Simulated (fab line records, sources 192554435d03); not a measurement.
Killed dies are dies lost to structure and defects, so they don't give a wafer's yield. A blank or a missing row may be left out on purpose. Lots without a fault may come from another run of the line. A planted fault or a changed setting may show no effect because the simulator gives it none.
fab line records | flow n5_finfet | part 1 of 2: steps 1 to 4 of 6
record lots=24 wafers=72 last_day=18
route steps=1938 shown STI_FIN_REVEAL@184 DUMMY_GATE@235
lots that met no fault: from a run of the same line without faults
start_h: hours from the record's first day to the start of the lot's first wafer shown | wait_h: hours since the lot's step before | " the same as in the row above | L1.1+2: a row that stands for several wafers | - no value, or no start given | * or withheld: withheld | < > ~ a bound
route shown NAME@n: a module of which the file shows steps, and the number in the route of the first | usual: mean/standard deviation of fault-free wafers | same: alike in all rows | chamber/n: place in a boat | sites: the reading at each site | _std_site: their standard deviation | _edge_site: outer sites' mean less inner sites' | radius_mm: how far each site lies from the wafer's centre | mask NAME#n: copy n | behind: the tool/chamber that last shaped the wafer | hold: why the lot was held/for how many hours/how that ended | device: the transistor (n, p or np) that didn't switch | end of line: the same wafers' tests at the end of the route | a step without rows: its recipe alone | killed: dies lost to structure and defects at the first sort, not the wafer's yield | map: a wafer's dies, x killed, . not, _ none there
set.NAME: the setting as run; set.NAME@STEP: as run at that earlier step | model.NAME: the simulator's own value behind a step, which no gauge read
steps of the route over a sample of lots; a table a step, a row a wafer
services: from which hour (start_h, from the record's first day; less than 0 if before it) a tool's chamber was out of use, for how many hours, and why
## steps
# step N5_STI_FIN_REVEAL_ALD_14
# recipe material=Si3N4 target_thk_a=30 temp_c=400 ald_precursor_family=SiH2I2 ald_co_reactant=N2/H2-plasma pressure_torr=2
# usual heater_power_w=926/55
# columns lot.wafer tool chamber start_h wait_h heater_power_w
L074.1 ald_sin-02 2 29.06 0.0 960
L074.2 " 3 " " 925
L074.6 " 0 " " 951
L075.1 ald_sin-04 3 37.08 0.0 820
L075.4 " 2 " " 999
L075.5 " 3 " " 828
L076.1 ald_sin-03 0 39.84 0.0 781
L076.2 " 2 " " 935
L076.4 " 1 " " 957
L077.2 ald_sin-03 1 47.05 0.0 940
L077.5 " 2 " " 937
L077.6 " 1 " " 916
L078.3 ald_sin-02 1 51.45 0.0 961
L078.5 " 3 " " 885
L078.6 " 0 " " 945
L079.2 ald_sin-02 1 58.06 0.0 927
L079.4 " 0 " " 935
L079.5 " 2 " " 982
L080.3 ald_sin-04 0 65.20 0.0 970
L080.5 " 3 " " 846
L080.6 " 0 " " 963
L081.1 ald_sin-02 2 69.66 0.0 967
L081.3 " 3 " " 887
L081.5 " 3 " " 880
L082.1 ald_sin-02 3 76.27 0.0 883
L082.4 " 2 " " 928
L082.5 " 0 " " 935
L083.2 ald_sin-04 1 81.38 0.0 832
L083.5 " 2 " " 1049
L083.6 " 1 " " 855
L084.2 ald_sin-04 1 87.94 0.0 845
L084.3 " 3 " " 826
L084.6 " 0 " " 997
L085.1 ald_sin-03 3 98.52 0.0 889
L085.5 " 1 " " 923
L085.6 " 2 " " 927
L086.1 ald_sin-03 1 101.27 0.0 929
L086.2 " 0 " " 804
L086.3 " 2 " " 979
L087.1 ald_sin-02 2 106.94 0.0 977
L087.3 " 0 " " 940
L087.5 " 0 " " 932
L088.2 ald_sin-02 0 114.05 0.0 931
L088.3 " 2 " " 964
L088.5 " 0 " " 928
L089.1 ald_sin-02 2 117.66 0.0 966
L089.2 " 3 " " 892
L089.5 " 1 " " 971
L090.3 ald_sin-02 3 123.65 0.0 898
L090.5 " 3 " " 883
L090.6 " 2 " " 952
L091.2 ald_sin-02 1 130.41 0.0 969
L091.4 " 0 " " 951
L091.5 " 3 " " 899
L092.2 ald_sin-02 0 136.03 0.0 939
L092.3 " 3 " " 906
L092.5 " 1 " " 962
L093.1 ald_sin-03 1 141.42 0.0 936
L093.3 " 2 " " 951
L093.6 " 3 " " 875
L094.2 ald_sin-02 0 149.70 0.0 968
L094.3 " 3 " " 906
L094.5 " 2 " " 943
L095.3 ald_sin-02 0 154.77 0.0 946
L095.4 " 2 " " 945
L095.5 " 2 " " 961
L096.3 ald_sin-03 2 160.35 0.0 952
L096.4 " 3 " " 878
L096.5 " 1 " " 946
L097.1 ald_sin-02 2 167.67 0.0 974
L097.2 " 3 " " 899
L097.3 " 1 " " 952
# step N5_STI_FIN_REVEAL_CMP_04
# recipe stop_on=Si3N4 t_overpolish_s=4 down_force_psi=2 platen_rpm=54.18 post_cmp_clean=alkaline_brush pad_velocity_m_s=1.078 target_thk_nm=131.83
# usual motor_current_A=8.0/0.73 overpolish_run_s=4.000/0.0095 retaining_ring_pressure_frac=1.000/0.0044 time_to_endpoint_s=104/3.6
# columns lot.wafer tool chamber start_h wait_h motor_current_A overpolish_run_s retaining_ring_pressure_frac time_to_endpoint_s
L074.2 cmp-04 2 34.14 0.1 8.1 4.009 0.999 103
L074.1 " 3 " " 8.0 3.988 0.993 104
L074.6 " 2 " " 7.8 4.007 0.994 104
L075.1 cmp-03 3 42.12 0.0 8.9 4.007 1.000 107
L075.4 " 0 " " 8.0 3.997 0.995 110
L075.5 " 0 " " 7.5 3.989 0.999 112
L076.2 cmp-04 2 45.51 0.1 7.7 3.988 0.991 97
L076.1 " 3 " " 8.3 4.005 0.996 101
L076.4 " 0 " " 7.9 3.996 1.000 95
L077.2 cmp-04 3 52.74 0.1 8.4 3.996 1.001 104
L077.5 " 2 " " 7.9 4.010 0.999 102
L077.6 " 3 " " 7.9 3.998 1.000 102
L078.3 cmp-04 2 57.20 0.1 7.7 4.000 0.998 104
L078.5 " 3 " " 8.1 3.996 0.995 103
L078.6 " 0 " " 8.1 4.003 1.004 95
L079.2 cmp-02 2 63.10 0.0 7.3 3.995 0.993 107
L079.4 " 0 " " 8.1 3.989 1.005 106
L079.5 " 3 " " 7.0 3.995 0.996 104
L080.3 cmp-03 0 70.25 0.0 7.9 4.009 1.005 100
L080.5 " 0 " " 8.0 4.002 0.999 101
L080.6 " 1 " " 7.3 3.992 1.001 102
L081.3 cmp-04 2 74.74 0.1 7.4 4.007 1.004 101
L081.1 " 3 " " 8.3 4.010 1.010 103
L081.5 " 2 " " 7.8 3.993 0.995 102
L082.4 cmp-02 2 81.32 0.0 7.3 3.999 1.002 107
L082.1 " 3 " " 6.9 3.979 1.004 102
L082.5 " 2 " " 7.6 3.999 0.999 107
L083.2 cmp-03 1 86.45 0.1 7.3 3.988 1.003 106
L083.6 " 0 " " 7.8 3.994 0.998 109
L083.5 " 1 " " 7.1 4.020 0.998 103
L084.3 cmp-02 0 93.06 0.1 8.0 4.010 1.001 104
L084.2 " 1 " " 10.3 3.979 1.002 98
L084.6 " 3 " " 7.2 3.993 1.009 102
L085.1 cmp-02 1 103.67 0.1 9.7 3.991 1.002 106
L085.6 " 2 " " 7.6 3.996 1.008 105
L085.5 " 3 " " 7.3 4.012 1.008 105
L086.1 cmp-03 2 106.31 0.0 8.4 3.995 0.996 99
L086.3 " 3 " " 8.7 3.996 0.998 104
L086.2 " 0 " " 7.6 4.015 0.997 103
L087.1 cmp-04 3 111.97 0.0 8.3 3.990 0.995 108
L087.3 " 2 " " 8.1 4.000 0.993 106
L087.5 " 3 " " 8.1 3.995 1.004 104
L088.2 cmp-02 3 119.09 0.0 7.4 4.012 0.999 103
L088.3 " 1 " " 9.5 3.997 0.995 104
L088.5 " 0 " " 7.9 4.006 1.000 105
L089.1 cmp-03 3 122.74 0.1 8.5 3.997 0.999 110
L089.2 " 0 " " 7.5 4.011 1.006 105
L089.5 " 3 " " 8.8 3.993 1.002 110
L090.3 cmp-02 1 128.70 0.0 9.7 3.997 0.999 106
L090.5 " 1 " " 9.6 3.996 1.004 103
L090.6 " 2 " " 7.4 3.993 0.994 105
L091.4 cmp-03 0 135.45 0.0 7.9 4.011 0.993 104
L091.2 " 1 " " 7.0 4.000 0.997 103
L091.5 " 0 " " 8.0 3.986 1.005 102
L092.2 cmp-04 2 141.09 0.0 7.5 3.992 1.001 109
L092.3 " 3 " " 8.3 3.993 1.008 108
L092.5 " 2 " " 8.3 4.005 1.006 108
L093.3 cmp-02 3 146.53 0.1 7.0 3.992 1.005 100
L093.1 " 0 " " 7.8 4.012 1.001 102
L093.6 " 2 " " 7.3 4.011 1.002 103
L094.2 cmp-04 3 154.88 0.2 7.9 4.013 1.002 110
L094.3 " 0 " " 8.0 3.999 0.998 103
L094.5 " 1 " " 8.3 4.006 1.003 108
L095.4 cmp-02 3 159.83 0.0 7.1 3.975 0.999 100
L095.3 " 1 " " 9.5 3.996 1.000 97
L095.5 " 0 " " 7.2 4.004 1.000 98
L096.3 cmp-04 2 165.42 0.1 7.3 4.006 0.994 102
L096.4 " 0 " " 7.9 3.982 1.008 102
L096.5 " 1 " " 8.4 3.990 0.993 107
L097.1 cmp-02 1 172.86 0.2 9.6 3.995 0.998 101
L097.3 " 2 " " 7.3 3.997 0.995 104
L097.2 " 0 " " 8.1 3.981 1.000 104
# step N5_STI_FIN_REVEAL_THK_MEAS_05
# usual thk_nm=131.8/0.9
# columns lot.wafer tool chamber start_h wait_h thk_nm
L074.1 film_metro-01 - 34.39 - 131.4
L074.2 " - " " 130.9
L074.6 " - " " 131.3
L075.1 film_metro-02 - 42.42 - 132.9
L075.4 " - " " 134.3
L075.5 " - " " 133.1
L076.1 film_metro-01 - 45.77 - 131.5
L076.2 " - " " 131.5
L076.4 " - " " 130.6
L077.2 film_metro-01 - 52.99 - 131.4
L077.5 " - " " 132.2
L077.6 " - " " 131.5
L078.3 film_metro-02 - 57.39 - 131.4
L078.5 " - " " 132.4
L078.6 " - " " 131.3
L079.2 film_metro-02 - 63.39 - 133.0
L079.4 " - " " 132.1
L079.5 " - " " 132.4
L080.3 film_metro-02 - 70.54 - 132.2
L080.5 " - " " 131.4
L080.6 " - " " 131.5
L081.1 film_metro-02 - 74.99 - 131.0
L081.3 " - " " 131.7
L081.5 " - " " 130.3
L082.1 film_metro-02 - 81.62 - 130.8
L082.4 " - " " 131.2
L082.5 " - " " 131.5
L083.2 film_metro-02 - 86.71 - 132.7
L083.5 " - " " 132.1
L083.6 " - " " 132.2
L084.2 film_metro-02 - 93.28 - 131.8
L084.3 " - " " 132.6
L084.6 " - " " 131.9
L085.1 film_metro-02 - 103.85 - 130.8
L085.5 " - " " 132.0
L085.6 " - " " 132.9
L086.1 film_metro-02 - 106.60 - 131.7
L086.2 " - " " 131.1
L086.3 " - " " 132.5
L087.1 film_metro-01 - 112.27 - 132.2
L087.3 " - " " 132.9
L087.5 " - " " 131.6
L088.2 film_metro-01 - 119.39 - 131.5
L088.3 " - " " 131.1
L088.5 " - " " 132.4
L089.1 film_metro-02 - 122.99 - 133.6
L089.2 " - " " 133.3
L089.5 " - " " 132.8
L090.3 film_metro-02 - 128.99 - 131.9
L090.5 " - " " 130.6
L090.6 " - " " 131.8
L091.2 film_metro-01 - 135.74 - 132.5
L091.4 " - " " 132.7
L091.5 " - " " 131.5
L092.2 film_metro-02 - 141.38 - 130.6
L092.3 " - " " 131.8
L092.5 " - " " 131.7
L093.1 film_metro-02 - 146.75 - 133.1
L093.3 " - " " 132.8
L093.6 " - " " 133.0
L094.2 film_metro-01 - 155.10 - 131.5
L094.3 " - " " 130.7
L094.5 " - " " 131.1
L095.3 film_metro-01 - 160.12 - 130.5
L095.4 " - " " 131.1
L095.5 " - " " 131.5
L096.3 film_metro-01 - 165.68 - 131.7
L096.4 " - " " 131.0
L096.5 " - " " 130.9
L097.1 film_metro-01 - 173.15 - 132.6
L097.2 " - " " 132.0
L097.3 " - " " 132.1
# step N5_DUMMY_GATE_ETCH_29
# recipe chemistry=N2/H2 target=underlayer target_depth_a=130 ion_energy_ev=200 pressure_mtorr=30 source_w=840 bias_w=150 n2_flow_sccm=200 h2_flow_sccm=200
# usual chamber_pressure_mTorr=30.003/0.027 drypump_motor_current_A=5.6/0.46 oes_product_au=0.81/0.096 rf_vpp_V=524.4/2.9 showerhead_plenum_p_Torr=2.56/0.099 throttle_valve_pct=17.91/0.2
# columns lot.wafer tool chamber start_h wait_h chamber_pressure_mTorr drypump_motor_current_A oes_product_au rf_hours_counter_h rf_vpp_V showerhead_plenum_p_Torr throttle_valve_pct
L074.1 rie_diel-03 1 48.70 0.0 30.005 5.9 0.99 2 525.2 2.59 17.66
L074.2 " 3 " " 29.969 4.7 0.93 13 522.8 2.50 17.95
L074.6 " 2 " " 29.969 5.4 0.89 - 527.4 2.69 18.06
L075.1 rie_diel-04 0 56.57 0.0 29.981 5.8 0.70 208 527.9 2.62 18.01
L075.4 " 2 " " 30.037 5.8 0.70 192 525.8 2.62 17.99
L075.5 " 3 " " 30.033 6.5 0.73 - 521.1 2.42 17.89
L076.1 rie_diel-03 2 58.52 0.0 30.029 5.4 0.87 49 527.2 2.69 18.07
L076.2 " 3 " " 30.048 4.7 0.91 15 522.3 2.50 17.95
L076.4 " 0 " " 29.981 5.2 0.73 200 520.7 2.42 18.04
L077.2 rie_diel-03 0 65.72 0.0 30.032 5.3 0.73 201 518.5 2.42 18.05
L077.5 " 0 " " 30.001 5.3 0.72 - 520.0 2.42 18.07
L077.6 " 1 " " 30.046 5.9 0.95 - 523.9 2.59 17.67
L078.3 rie_diel-01 0 70.02 0.0 30.000 5.1 0.92 18 527.0 2.71 17.90
L078.5 " 3 " " 30.018 5.4 0.96 - 527.1 2.60 17.70
L078.6 " 0 " " 30.010 5.1 0.92 - 527.8 2.71 17.88
L079.2 rie_diel-01 3 75.83 0.0 29.988 5.4 0.95 12 524.6 2.60 17.71
L079.4 " 0 " " 30.024 5.1 0.91 - 528.8 2.71 17.90
L079.5 " 2 " " 29.998 5.5 0.71 - 523.9 2.52 18.07
L080.3 rie_diel-03 1 86.99 0.0 29.975 5.9 0.93 12 527.5 2.59 17.69
L080.5 " 0 " " 29.964 5.3 0.72 - 520.1 2.42 18.08
L080.6 " 3 " " 30.009 4.7 0.90 - 522.4 2.49 17.96
L081.1 rie_diel-04 3 88.95 0.0 29.977 6.6 0.74 190 521.4 2.42 17.90
L081.3 " 0 " " 29.961 5.8 0.69 216 526.1 2.62 18.03
L081.5 " 2 " " 29.985 5.8 0.71 - 527.0 2.62 18.01
L082.1 rie_diel-03 3 96.86 0.0 29.994 4.8 0.89 25 522.8 2.49 17.97
L082.4 " 0 " " 30.041 5.3 0.72 210 519.9 2.42 18.07
L082.5 " 3 " " 29.987 4.7 0.90 - 523.2 2.49 17.96
L084.2 rie_diel-03 1 105.54 0.0 30.021 5.9 0.92 17 526.2 2.59 17.70
L084.3 " 0 " " 29.986 5.2 0.73 213 520.1 2.42 18.07
L084.6 " 0 " " 30.000 5.2 0.73 - 519.3 2.42 18.09
L083.2 rie_diel-04 2 106.24 0.0 29.995 5.8 0.71 204 525.7 2.62 18.02
L083.5 " 3 " " 30.006 6.5 0.73 - 520.9 2.42 17.90
L083.6 " 2 " " 30.023 5.8 0.70 - 525.2 2.62 18.01
L085.1 rie_diel-03 0 116.36 0.0 29.964 5.2 0.72 215 519.9 2.42 18.08
L085.5 " 1 " " 30.003 5.9 0.91 - 524.9 2.59 17.72
L085.6 " 0 " " 29.977 5.3 0.72 - 521.4 2.42 18.09
L086.1 rie_diel-04 3 119.02 0.0 30.014 6.6 0.73 199 520.2 2.42 17.93
L086.2 " 2 " " 30.014 5.8 0.70 209 527.0 2.62 18.02
L086.3 " 0 " " 30.056 5.8 0.69 225 525.9 2.62 18.03
L087.1 rie_diel-01 3 124.77 0.0 30.043 5.4 0.91 28 526.3 2.60 17.75
L087.3 " 1 " " 30.011 6.0 0.90 15 528.7 2.71 17.36
L087.5 " 1 " " 29.992 6.0 0.90 - 526.8 2.71 17.33
L088.2 rie_diel-04 0 132.79 0.0 29.971 5.8 0.69 229 526.0 2.61 18.04
L088.3 " 3 " " 30.029 6.5 0.73 200 519.4 2.42 17.91
L088.5 " 2 " " 30.044 5.7 0.70 - 525.5 2.61 18.04
L089.1 rie_diel-01 0 136.17 0.0 29.973 5.1 0.89 33 529.2 2.70 17.91
L089.2 " 2 " " 30.008 5.5 0.69 234 521.8 2.51 18.08
L089.5 " 0 " " 30.006 5.1 0.89 - 529.2 2.70 17.92
L090.3 rie_diel-03 3 141.13 0.0 30.025 4.7 0.87 39 522.1 2.49 17.99
L090.5 " 3 " " 29.980 4.7 0.88 - 519.8 2.49 18.00
L090.6 " 0 " " 29.994 5.3 0.71 - 519.2 2.41 18.11
L091.2 rie_diel-04 1 148.07 0.0 30.044 5.7 0.83 60 521.0 2.48 17.59
L091.4 " 0 " " 30.029 5.8 0.68 233 526.1 2.61 18.04
L091.5 " 1 " " 29.986 5.7 0.85 - 521.4 2.48 17.61
L092.2 rie_diel-04 2 153.47 0.0 29.949 5.8 0.70 219 525.2 2.61 18.05
L092.3 " 3 " " 30.022 6.5 0.72 206 519.3 2.41 17.92
L092.5 " 0 " " 30.040 5.8 0.68 - 525.2 2.61 18.06
L093.1 rie_diel-01 1 163.24 0.0 29.941 6.0 0.89 25 527.4 2.70 17.36
L093.3 " 3 " " 29.996 5.4 0.90 39 524.9 2.59 17.75
L093.6 " 0 " " 29.954 5.1 0.88 - 529.0 2.70 17.92
L094.2 rie_diel-04 0 171.41 0.0 29.974 5.8 0.68 240 527.0 2.61 18.06
L094.3 " 2 " " 29.976 5.8 0.70 224 526.0 2.61 18.05
L094.5 " 1 " " 30.001 5.7 0.83 - 524.0 2.48 17.61
L095.3 rie_diel-03 1 172.85 0.0 30.011 5.9 0.87 38 525.1 2.58 17.74
L095.4 " 2 " " 30.000 5.4 0.83 80 528.8 2.68 18.14
L095.5 " 0 " " 30.039 5.3 0.70 - 522.1 2.41 18.10
L096.3 rie_diel-04 1 187.27 0.0 29.986 5.7 0.82 72 522.6 2.47 17.61
L096.4 " 0 " " 30.021 5.8 0.67 - 524.2 2.61 18.05
L096.5 " 1 " " 29.966 5.7 0.83 - 521.8 2.47 17.62
L097.1 rie_diel-01 1 191.02 0.0 30.011 6.0 0.86 33 527.5 2.70 17.36
L097.2 " 3 " " 29.979 5.4 0.88 47 525.6 2.59 17.79
L097.3 " 0 " " 29.977 5.1 0.86 48 528.0 2.70 17.96
